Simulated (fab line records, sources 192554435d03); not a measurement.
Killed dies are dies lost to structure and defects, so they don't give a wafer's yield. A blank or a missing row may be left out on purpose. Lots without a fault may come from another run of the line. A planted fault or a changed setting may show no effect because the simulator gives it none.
Chamber matching | flow n5_finfet | N5_SD_EPI_P_ETCH_47 on rie_diel-05: 4 sister chambers
The step etches SiOCN in CH3F/O2, target depth 25 nm. 4 wafers are shown with their chamber, then 7 later ones without.

WAFERS WITH THEIR CHAMBER
wafer  | chamber | showerhead_plenum_p_Torr (Torr)
L082.3 | 0       | 1.97
L082.4 | 1       | 2.09
L083.1 | 2       | 2.00
L083.3 | 3       | 1.89

WAFERS WITHOUT THEIR CHAMBER
wafer  | showerhead_plenum_p_Torr (Torr)
L083.5 | 2.00
L086.2 | 2.08
L086.4 | 1.97
L086.6 | 2.08
L097.1 | 1.99
L097.2 | 2.08
L097.4 | 1.96

WHICH CHAMBER EACH WENT THROUGH
wafer  | from the rows above     | in truth
L083.5 | 2                       | 2
L086.2 | 1                       | 1
L086.4 | 0                       | 0
L086.6 | 1                       | 1
L097.1 | can't be placed: 2 or 0 | 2
L097.2 | 1                       | 1
L097.4 | 0                       | 0
Placed correctly: 6 of 7. Can't be placed from these rows: 1 (the true chamber is among the candidates in 1). Placed wrongly: 0.
How it was worked out, from the rows above alone: a wafer's distance from a chamber is the root of the sum, over the readings, of the square of ((its reading less the chamber's mean) divided by the reading's scatter). The wafer belongs to the nearest chamber; if the next one is less than 2 further off, it can't be placed. A chamber's mean is the mean of its shown wafers. The scatter: with one shown wafer a chamber, the root of the mean of the squares of how far each hidden wafer lies from its nearest shown one.
